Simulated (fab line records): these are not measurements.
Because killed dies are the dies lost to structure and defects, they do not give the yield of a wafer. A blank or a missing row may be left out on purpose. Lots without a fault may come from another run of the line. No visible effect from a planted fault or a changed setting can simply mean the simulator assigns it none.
A struck lot beside a sound one -- flow n5 finfet -- 36 steps out of a route of 1938
Sound: wafers L536.3, L536.4, L536.6. Struck: wafers L532.1, L532.3, L532.4. Last of all comes the cause.
Order at every step that has rows: each side's tool, ch and its chambers, its first start. Under that, the readings that differ: sound wafers -- struck wafers -- difference of the means -- sigmas: that difference in standard deviations of wafers without a fault.
alike: a reading whose means differ by less than 2 such deviations, as well as words and numbers matching on both sides. not compared: withheld readings; readings where some wafer has no value; bounds like >300 that might hide an equal value; numbers whose values overlap and for which the record gives no deviation.
The two part at a step that has a row with sigmas, a row that says differs or no value, or rows on one side only. Numbers that have no deviation but don't overlap get no sigmas and don't part them. Lack of a reading on every wafer of one side parts them only where that side has two or more wafers.

first, 9 steps without rows for these wafers: N5_BEOL_M10_ILD_DEP_00 (deposits SiCOH lowk from DEMS/porogen, target thk 308.51 nm, time 58 s); N5_BEOL_M10_CURE_71 (cures SiCOH lowk, time 240 s); N5_BEOL_M10_PECVD_70 (deposits SiO2 from TEOS/O2, target thk 20 nm, time 22.7 s); N5_BEOL_M10_HM_DEP_02 (deposits TiN, target thk 20 nm); N5_BEOL_M10_COAT_59 (time 60 s, resist thk 100 nm); N5_BEOL_M10_COAT_60 (time 60 s, resist thk 30 nm); N5_BEOL_M10_COAT_05 (resist thk 90 nm); N5_BEOL_M10_EBR_07; N5_BEOL_M10_SOFTBAKE_06 (time 60 s).
N5_BEOL_M10_EXPOSE_08: exposes mask M10.
  sound on arfi scanner-03 ch 0, day 19 06:29; struck on arfi scanner-01 ch 0, day 18 01:16
reading,sound,struck,difference,sigmas
exposure dose mJ cm2,53.66 53.68 53.59,51.61 51.64 51.68,-2.00,-8
  alike: mask, focus offset nm
then, 2 steps without rows for these wafers: N5_BEOL_M10_PEB_09 (peb time 60 s); N5_BEOL_M10_DEVELOP_10 (develop time 30 s).
N5_BEOL_M10_CD_MEAS_11: the cd target is 64.1 nm.
  sound on cd sem-03 ch 0, day 19 06:37; struck on cd sem-02 ch 0, day 18 01:23
reading,sound,struck,difference,sigmas
cd nm (nm),64.1 63.9 63.7,61.8 63.0 61.8,-1.7,-3
then, 1 step without rows for these wafers: N5_BEOL_M10_DESCUM_16 (chemistry O2, time 7.9 s).
N5_BEOL_M10_ETCH_61: etches SiARC in CF4, target depth 39 nm, time 65 s.
  sound on rie diel-02 ch 0,3, day 19 06:44; struck on rie diel-04 ch 1,2, day 18 01:40
reading,sound,struck,difference,sigmas
model.BEOL_M10.cd offset nm (nm),0.2 -0.2 -0.4,-2.4 -1.8 -2,-1.9,
  alike: chamber pressure mTorr, drypump motor current A, etch rf on time s, mfc ar sccm, oes product au, rf vpp V, showerhead plenum p Torr, throttle valve pct
  not compared: rf hours counter h
then, 3 steps without rows for these wafers: N5_BEOL_M10_ETCH_62 (etches SOC in N2/H2, target depth 110 nm, overetch 22 nm, time 165 s); N5_BEOL_M10_STRIP_68 (strips in N2/H2); N5_BEOL_M10_STRIP_67 (strips in CF4).
N5_BEOL_M10_HM_OPEN_17: chemistry Cl2/BCl3, target TiN, target depth 20 nm, overetch 6 nm.
  sound on rie metal-03 ch 0,1, day 19 07:00; struck on rie metal-03 ch 1, day 18 01:56
reading,sound,struck,difference,sigmas
model.BEOL_M10.cd offset nm (nm),0.2 -0.2 -0.8,-2 -1.6 -1.8,-2,
  alike: chamber pressure mTorr, drypump motor current A, mfc ar sccm, oes product au, throttle valve pct
  not compared: rf hours counter h
then, 1 step without rows for these wafers: N5_BEOL_M10_STRIP_19 (strips in O2).
N5_BEOL_M10_CD_MEAS_18: pitch 140 nm, target cd 70 nm.
  sound on cd sem-01, day 19 07:18; struck on cd sem-02, day 18 02:14
reading,sound,struck,difference,sigmas
cd nm (nm),70.3 70.0 69.0,68.1 68.0 68.5,-1.6,-3
then, 13 steps without rows for these wafers: N5_BEOL_M10_COAT_63 (time 60 s, resist thk 100 nm); N5_BEOL_M10_COAT_64 (time 60 s, resist thk 30 nm); N5_BEOL_M10_COAT_22 (resist thk 90 nm); N5_BEOL_M10_EBR_24; N5_BEOL_M10_SOFTBAKE_23 (time 60 s); N5_BEOL_M10_EXPOSE_25 (exposes mask V9); N5_BEOL_M10_PEB_26 (peb time 60 s); N5_BEOL_M10_DEVELOP_27 (develop time 30 s); N5_BEOL_M10_DESCUM_33 (chemistry O2, time 7.9 s); N5_BEOL_M10_ETCH_65 (etches SiARC in CF4, target depth 39 nm, time 65 s); N5_BEOL_M10_ETCH_66 (etches SOC in N2/H2, target depth 120 nm, overetch 24 nm, time 180 s); N5_BEOL_M10_STRIP_69 (strips in N2/H2); N5_BEOL_M10_VIA_ETCH_34 (etches SiCOH lowk in C4F6/O2, target depth 184.5 nm, time 69.2 s).
N5_BEOL_M15_RC_MEAS_101:
  sound on prober-01 ch 0, day 20 23:22; struck on prober-01 ch 0, day 19 19:05
reading,sound,struck,difference,sigmas
SERP_M10 (ohm/um),3.02 3.11 3.03,3.24 3.32 3.22,+0.21,+3
  alike: COMB_M10, COMB_M10_max_site, COMB_M11, COMB_M12, COMB_M13, COMB_M14, COMB_M14_max_site, COMB_M15, COMB_M5, COMB_M6, COMB_M7, COMB_M8, COMB_M9, SERP_M11, SERP_M12, SERP_M13, SERP_M14, SERP_M5, SERP_M6, SERP_M7, SERP_M8, SERP_M9
N5_PASSIVATION_PROBE_49:
  rows exist in the record for the sound wafers here (prober-01, day 21 18:35), none for the struck ones

## WHERE THEY PART
At N5_BEOL_M10_EXPOSE_08 first; at N5_PASSIVATION_PROBE_49 last (within this record only).

WHY: what had been put in by the simulator
Process parameter drift: arfi scanner-01, from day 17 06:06 on, at N5_BEOL_M10_EXPOSE_08. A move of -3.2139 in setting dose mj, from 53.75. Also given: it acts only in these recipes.
